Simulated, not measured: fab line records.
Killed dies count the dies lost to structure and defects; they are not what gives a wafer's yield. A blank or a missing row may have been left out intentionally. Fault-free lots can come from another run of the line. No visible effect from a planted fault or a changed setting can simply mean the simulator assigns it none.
Lot-split experiment / flow n5 finfet / 21 wafers read across 7 lots, on a route 1938 steps long

== ABOUT THE SPLIT ==
At N5_BEOL_M7_DESCUM_33 (chemistry O2, time 7 s), the setting time s was moved away from the recipe's 7 s on 9 of the 21 wafers read, by -22.2% to +9.1%. This setting was run at the recipe's value on the other wafers.

== THE PATH FROM SPLIT TO READING: the file shows 1 step between them ==
- N5_BEOL_M7_ETCH_72: etches underlayer in N2/H2, target depth 6.5 nm, time 5.2 s

== THE READING ==
CAR-EUV_of_BEOL_M7_COAT_22.thk nm (the simulator's own value, which no gauge read), in nm, at N5_BEOL_M7_ETCH_65 (etches SiARC in CF4, target depth 15.6 nm, time 26 s). The file gives no usual value for it. Average 11.1 nm, standard deviation 0.099 nm, over the 12 wafers here run with the recipe.

wafer=L075.1; tool, chamber at the split=rie diel-06, 0,2,2; time s as run, s=6.351; against the recipe=-9.3%; CAR-EUV_of_BEOL_M7_COAT_22.thk nm, nm=11.4; against lot-mates on the recipe=no lot-mate on the recipe
wafer=L075.3; tool, chamber at the split=rie diel-06, 0,2,2; time s as run, s=6.351; against the recipe=-9.3%; CAR-EUV_of_BEOL_M7_COAT_22.thk nm, nm=11.4; against lot-mates on the recipe=no lot-mate on the recipe
wafer=L075.6; tool, chamber at the split=rie diel-06, 0,2,2; time s as run, s=6.351; against the recipe=-9.3%; CAR-EUV_of_BEOL_M7_COAT_22.thk nm, nm=11.4; against lot-mates on the recipe=no lot-mate on the recipe
wafer=L077.1; tool, chamber at the split=rie diel-02, 1,3,0; time s as run, s=7; against the recipe=recipe; CAR-EUV_of_BEOL_M7_COAT_22.thk nm, nm=11.2; against lot-mates on the recipe=-
wafer=L077.2; tool, chamber at the split=rie diel-02, 1,3,0; time s as run, s=7; against the recipe=recipe; CAR-EUV_of_BEOL_M7_COAT_22.thk nm, nm=11.2; against lot-mates on the recipe=-
wafer=L077.5; tool, chamber at the split=rie diel-02, 1,3,0; time s as run, s=7; against the recipe=recipe; CAR-EUV_of_BEOL_M7_COAT_22.thk nm, nm=11; against lot-mates on the recipe=-
wafer=L080.4; tool, chamber at the split=rie diel-05, 0; time s as run, s=7; against the recipe=recipe; CAR-EUV_of_BEOL_M7_COAT_22.thk nm, nm=11; against lot-mates on the recipe=-
wafer=L080.5; tool, chamber at the split=rie diel-05, 0; time s as run, s=7; against the recipe=recipe; CAR-EUV_of_BEOL_M7_COAT_22.thk nm, nm=11.2; against lot-mates on the recipe=-
wafer=L080.6; tool, chamber at the split=rie diel-05, 1; time s as run, s=7; against the recipe=recipe; CAR-EUV_of_BEOL_M7_COAT_22.thk nm, nm=11.2; against lot-mates on the recipe=-
wafer=L082.1; tool, chamber at the split=rie diel-06, 0,3; time s as run, s=7; against the recipe=recipe; CAR-EUV_of_BEOL_M7_COAT_22.thk nm, nm=11; against lot-mates on the recipe=-
wafer=L082.2; tool, chamber at the split=rie diel-06, 0,3; time s as run, s=7; against the recipe=recipe; CAR-EUV_of_BEOL_M7_COAT_22.thk nm, nm=11.2; against lot-mates on the recipe=-
wafer=L082.4; tool, chamber at the split=rie diel-06, 1; time s as run, s=7.444; against the recipe=+6.3%; CAR-EUV_of_BEOL_M7_COAT_22.thk nm, nm=10.8; against lot-mates on the recipe=-0.3
wafer=L083.1; tool, chamber at the split=rie diel-06, 1,2; time s as run, s=7; against the recipe=recipe; CAR-EUV_of_BEOL_M7_COAT_22.thk nm, nm=11.2; against lot-mates on the recipe=-
wafer=L083.4; tool, chamber at the split=rie diel-06, 1,2; time s as run, s=7; against the recipe=recipe; CAR-EUV_of_BEOL_M7_COAT_22.thk nm, nm=11; against lot-mates on the recipe=-
wafer=L083.6; tool, chamber at the split=rie diel-06, 3; time s as run, s=5.447; against the recipe=-22.2%; CAR-EUV_of_BEOL_M7_COAT_22.thk nm, nm=12; against lot-mates on the recipe=+0.9
wafer=L093.1; tool, chamber at the split=rie diel-06, 0; time s as run, s=7; against the recipe=recipe; CAR-EUV_of_BEOL_M7_COAT_22.thk nm, nm=11; against lot-mates on the recipe=-
wafer=L093.3; tool, chamber at the split=rie diel-06, 3; time s as run, s=7.64; against the recipe=+9.1%; CAR-EUV_of_BEOL_M7_COAT_22.thk nm, nm=10.8; against lot-mates on the recipe=-0.2
wafer=L093.6; tool, chamber at the split=rie diel-06, 1; time s as run, s=7.64; against the recipe=+9.1%; CAR-EUV_of_BEOL_M7_COAT_22.thk nm, nm=10.8; against lot-mates on the recipe=-0.2
wafer=L097.2; tool, chamber at the split=rie diel-06, 0; time s as run, s=7; against the recipe=recipe; CAR-EUV_of_BEOL_M7_COAT_22.thk nm, nm=11.2; against lot-mates on the recipe=-
wafer=L097.3; tool, chamber at the split=rie diel-06, 2; time s as run, s=6.389; against the recipe=-8.7%; CAR-EUV_of_BEOL_M7_COAT_22.thk nm, nm=11.4; against lot-mates on the recipe=+0.2
wafer=L097.4; tool, chamber at the split=rie diel-06, 3; time s as run, s=6.389; against the recipe=-8.7%; CAR-EUV_of_BEOL_M7_COAT_22.thk nm, nm=11.6; against lot-mates on the recipe=+0.4
Rows listing several chambers each stand for several wafers; the file does not say which wafer went through which chamber.

FIT RESULTS
A straight line over all 21 wafers: CAR-EUV_of_BEOL_M7_COAT_22.thk nm changes by -0.038 nm for each +1% of time s; r = -0.95; the points scatter about the line by 0.093 nm.
The same after taking each lot's own level away (the mean of its wafers on the recipe; 18 wafers): -0.0359 nm for each +1%; r = -0.93; scatter 0.1 nm.
That fit puts the effect of the largest move of time s on the reading at 0.8 nm.
From 11.00 to 11.20 nm: that is the span of the lots' own levels, equal to 2.0 times the standard deviation above.
Consequently the slope shifts little with the lot-to-lot level, the two slopes agreeing.
Check: with one of the wafers moved furthest among these (-22.2%) left out of the fit, the line predicts +0.676 nm for it against its lot-mates. Against them it came out at +0.9 nm.

== THE WHOLE CHAIN: every reading that the file lists as answering this split, in the file's order ==
step=N5_BEOL_M7_DESCUM_33; what it does=chemistry O2, time 7 s; reading=CAR-EUV_of_BEOL_M7_COAT_22.thk nm (the simulator's own value, which no gauge read); change (the file's fit)=-0.0352 nm for each +1% of the setting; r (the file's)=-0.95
step=N5_BEOL_M7_ETCH_72; what it does=etches underlayer in N2/H2, target depth 6.5 nm, time 5.2 s; reading=CAR-EUV_of_BEOL_M7_COAT_22.thk nm (the simulator's own value, which no gauge read); change (the file's fit)=-0.0393 nm for each +1% of the setting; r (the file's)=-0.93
step=N5_BEOL_M7_ETCH_65; what it does=etches SiARC in CF4, target depth 15.6 nm, time 26 s; reading=CAR-EUV_of_BEOL_M7_COAT_22.thk nm (the simulator's own value, which no gauge read); change (the file's fit)=-0.038 nm for each +1% of the setting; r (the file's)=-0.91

== THE FILE'S OWN FIT ==
CAR-EUV_of_BEOL_M7_COAT_22.thk nm changes by -0.038 nm for each +1% of time s, r = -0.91.
